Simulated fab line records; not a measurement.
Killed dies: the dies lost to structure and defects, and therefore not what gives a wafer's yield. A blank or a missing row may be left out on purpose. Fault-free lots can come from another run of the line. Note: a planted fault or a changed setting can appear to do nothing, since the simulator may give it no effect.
Split-lot experiment || flow n5_finfet || 21 wafers read from 7 lots, route of 1938 steps

## SPLIT DETAILS
At N5_BEOL_M7_ETCH_41 (etches SiCN in CH3F/O2, target depth 31.9 nm, time 57.8 s), the setting source_w was moved away from the recipe's 395 W on 10 of the 21 wafers read, by -12.5% to +12.2%. The other wafers ran this setting at the recipe's value.

The reading comes from the split's own step.

## THE READING
rf_vpp_V, in V, at N5_BEOL_M7_ETCH_41 (etches SiCN in CH3F/O2, target depth 31.9 nm, time 57.8 s). Typical for fault-free wafers on this fab line: 297.5 V, with standard deviation 1.8 V.

{"wafer": "L074.4", "tool, chamber at the split": "rie_diel-04, 0", "source_w as run, W": 395, "against the recipe": "recipe", "rf_vpp_V, V": 297.1, "against lot-mates on the recipe": "-"}
{"wafer": "L074.5", "tool, chamber at the split": "rie_diel-04, 1", "source_w as run, W": 395, "against the recipe": "recipe", "rf_vpp_V, V": 297.4, "against lot-mates on the recipe": "-"}
{"wafer": "L074.6", "tool, chamber at the split": "rie_diel-04, 2", "source_w as run, W": 395, "against the recipe": "recipe", "rf_vpp_V, V": 295.5, "against lot-mates on the recipe": "-"}
{"wafer": "L077.4", "tool, chamber at the split": "rie_diel-04, 3", "source_w as run, W": 367.2, "against the recipe": "-7.0%", "rf_vpp_V, V": 305.3, "against lot-mates on the recipe": "+6.8"}
{"wafer": "L077.5", "tool, chamber at the split": "rie_diel-04, 0", "source_w as run, W": 395, "against the recipe": "recipe", "rf_vpp_V, V": 297.4, "against lot-mates on the recipe": "-"}
{"wafer": "L077.6", "tool, chamber at the split": "rie_diel-04, 3", "source_w as run, W": 395, "against the recipe": "recipe", "rf_vpp_V, V": 299.6, "against lot-mates on the recipe": "-"}
{"wafer": "L083.2", "tool, chamber at the split": "rie_diel-06, 2", "source_w as run, W": 395, "against the recipe": "recipe", "rf_vpp_V, V": 299.2, "against lot-mates on the recipe": "-"}
{"wafer": "L083.3", "tool, chamber at the split": "rie_diel-06, 1", "source_w as run, W": 355.7, "against the recipe": "-9.9%", "rf_vpp_V, V": 309.1, "against lot-mates on the recipe": "+9.7"}
{"wafer": "L083.6", "tool, chamber at the split": "rie_diel-06, 0", "source_w as run, W": 395, "against the recipe": "recipe", "rf_vpp_V, V": 299.7, "against lot-mates on the recipe": "-"}
{"wafer": "L087.2", "tool, chamber at the split": "rie_diel-04, 2", "source_w as run, W": 345.8, "against the recipe": "-12.5%", "rf_vpp_V, V": 309.2, "against lot-mates on the recipe": "+13.9"}
{"wafer": "L087.3", "tool, chamber at the split": "rie_diel-04, 1", "source_w as run, W": 395, "against the recipe": "recipe", "rf_vpp_V, V": 295.3, "against lot-mates on the recipe": "-"}
{"wafer": "L087.4", "tool, chamber at the split": "rie_diel-04, 3", "source_w as run, W": 345.8, "against the recipe": "-12.5%", "rf_vpp_V, V": 310.3, "against lot-mates on the recipe": "+15.0"}
{"wafer": "L095.1", "tool, chamber at the split": "rie_diel-06, 3", "source_w as run, W": 354.2, "against the recipe": "-10.3%", "rf_vpp_V, V": 310.5, "against lot-mates on the recipe": "+11.7"}
{"wafer": "L095.3", "tool, chamber at the split": "rie_diel-06, 2", "source_w as run, W": 354.2, "against the recipe": "-10.3%", "rf_vpp_V, V": 311.1, "against lot-mates on the recipe": "+12.3"}
{"wafer": "L095.5", "tool, chamber at the split": "rie_diel-06, 1", "source_w as run, W": 395, "against the recipe": "recipe", "rf_vpp_V, V": 298.8, "against lot-mates on the recipe": "-"}
{"wafer": "L096.3", "tool, chamber at the split": "rie_diel-05, 3", "source_w as run, W": 443.3, "against the recipe": "+12.2%", "rf_vpp_V, V": 289.2, "against lot-mates on the recipe": -7.0}
{"wafer": "L096.4", "tool, chamber at the split": "rie_diel-05, 0", "source_w as run, W": 395, "against the recipe": "recipe", "rf_vpp_V, V": 296.2, "against lot-mates on the recipe": "-"}
{"wafer": "L096.5", "tool, chamber at the split": "rie_diel-05, 3", "source_w as run, W": 443.3, "against the recipe": "+12.2%", "rf_vpp_V, V": 287.6, "against lot-mates on the recipe": -8.6}
{"wafer": "L097.2", "tool, chamber at the split": "rie_diel-06, 2", "source_w as run, W": 417.5, "against the recipe": "+5.7%", "rf_vpp_V, V": 292.5, "against lot-mates on the recipe": -6.0}
{"wafer": "L097.3", "tool, chamber at the split": "rie_diel-06, 0", "source_w as run, W": 417.5, "against the recipe": "+5.7%", "rf_vpp_V, V": 293.8, "against lot-mates on the recipe": -4.7}
{"wafer": "L097.6", "tool, chamber at the split": "rie_diel-06, 3", "source_w as run, W": 395, "against the recipe": "recipe", "rf_vpp_V, V": 298.5, "against lot-mates on the recipe": "-"}

THE FIT
A straight line over all 21 wafers: rf_vpp_V changes by -0.962 V for each +1% of source_w; r = -0.97; the points scatter about the line by 1.7 V.
The same after taking each lot's own level away (the mean of its wafers on the recipe; 21 wafers): -0.947 V for each +1%; r = -0.98; scatter 1.5 V.
On that fit, the largest move of source_w shifts the reading by 12 V.
Measured against the standard deviation above, the lots' own levels, which go from 295.30 to 299.45 V, span 2.3 times it.
The two slopes agree, so the slope changes little with the lot-to-lot level.
Check: +12.4 V against its lot-mates is what the line predicts for one of the wafers moved furthest among these (-12.5%) when that wafer is left out of the fit. It came out at +13.9 V against them.
Tool readings at the split's step, against how far the setting was moved: rf_vpp_V r = -0.97.

## OTHER SPLITS APPLIED TO THESE WAFERS
Other splits were also applied to these wafers ahead of the reading. Each is held against what the fit with the lots' levels taken away leaves over:
{"other split on the same wafers": "N5_BEOL_M6_TRENCH_ETCH_37 source_w", "wafers away from the commonest value": 7, "r with rf_vpp_V (lot level and that fit taken away)": "+0.38"}
{"other split on the same wafers": "N5_BEOL_M7_TRENCH_ETCH_37 time_s", "wafers away from the commonest value": 6, "r with rf_vpp_V (lot level and that fit taken away)": -0.19}

## THE WHOLE CHAIN: every reading that the file lists as answering this split, in the file's order
{"step": "N5_BEOL_M7_ETCH_41", "what it does": "etches SiCN in CH3F/O2, target depth 31.9 nm, time 57.8 s", "reading": "rf_vpp_V", "change (the file's fit)": "-0.97 V for each +1% of the setting", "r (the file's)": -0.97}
{"step": "N5_BEOL_M7_ETCH_41", "what it does": "etches SiCN in CH3F/O2, target depth 31.9 nm, time 57.8 s", "reading": "etch.depth_nm (the simulator's own value, which no gauge read)", "change (the file's fit)": "+0.0983 nm for each +1% of the setting", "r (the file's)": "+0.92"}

## THE FILE'S OWN FIT
rf_vpp_V changes by -0.97 V for each +1% of source_w, r = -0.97.
